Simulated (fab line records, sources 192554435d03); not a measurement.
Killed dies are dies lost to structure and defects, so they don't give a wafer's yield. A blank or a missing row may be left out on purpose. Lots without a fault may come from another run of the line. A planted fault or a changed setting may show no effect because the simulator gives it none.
Chamber matching | flow n5_finfet | N5_FIN_SAQP_MANDREL1_REMOVE_56 on rie_si-03: 4 sister chambers
The step chemistry HBr/Cl2/O2, target a-Si, stops on SiNx, bt time 10 s. 14 wafers are shown with their chamber, then 6 later ones without.

WAFERS WITH THEIR CHAMBER
wafer  | chamber | throttle_valve_pct (%) | oes_product_au (a.u.) | HBr_flow_sccm (sccm)
L703.1 | 2       | 36.40                  | 1.017                 | 150.6
L703.4 | 0       | 36.55                  | 1.004                 | 150.8
L703.5 | 3       | 36.51                  | 1.006                 | 150.6
L704.2 | 3       | 36.52                  | 1.006                 | 149.8
L704.3 | 2       | 36.43                  | 1.018                 | 150.4
L704.5 | 0       | 36.55                  | 0.990                 | 150.7
L705.1 | 3       | 36.53                  | 0.994                 | 150.3
L705.4 | 0       | 36.56                  | 0.999                 | 150.3
L705.5 | 2       | 36.41                  | 1.008                 | 149.7
L706.1 | 2       | 36.40                  | 1.013                 | 149.9
L706.4 | 2       | 36.41                  | 1.011                 | 149.9
L706.6 | 1       | 36.80                  | 0.983                 | 149.7
L709.1 | 1       | 36.80                  | 0.994                 | 149.5
L709.4 | 2       | 36.41                  | 1.003                 | 149.5

SIGNATURES (means of the wafers above)
reading            | chamber 0 | chamber 1 | chamber 2 | chamber 3 | scatter within a chamber
throttle_valve_pct | 36.5533   | 36.8000   | 36.4100   | 36.5200   | 0.00931
oes_product_au     | 0.99767   | 0.98850   | 1.01167   | 1.00200   | 0.00645
HBr_flow_sccm      | 150.600   | 149.600   | 150.000   | 150.233   | 0.37
Rule: a wafer's distance from a chamber is the root of the sum, over the readings, of the square of ((its reading less the chamber's mean) divided by the reading's scatter). The wafer belongs to the nearest chamber; if the next one is less than 2 further off, it can't be placed. The scatter: the root of (the sum of the squares of (reading less its chamber's mean) over the shown wafers, divided by (wafers less chambers)).

WAFERS WITHOUT THEIR CHAMBER
wafer  | throttle_valve_pct (%) | oes_product_au (a.u.) | HBr_flow_sccm (sccm)
L709.5 | 36.81                  | 0.988                 | 149.3
L716.3 | 36.82                  | 0.991                 | 150.4
L716.4 | 36.15                  | 0.983                 | 149.8
L722.2 | 36.57                  | 0.997                 | 150.1
L722.4 | 36.16                  | 0.977                 | 149.5
L722.5 | 36.82                  | 0.992                 | 150.0

WHICH CHAMBER EACH WENT THROUGH
wafer  | from the rows above | in truth
L709.5 | 1                   | 1
L716.3 | 1                   | 1
L716.4 | 2                   | 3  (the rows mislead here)
L722.2 | 0                   | 0
L722.4 | 2                   | 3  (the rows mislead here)
L722.5 | 1                   | 1
Placed correctly: 4 of 6. Can't be placed from these rows: 0. Placed wrongly: 2.
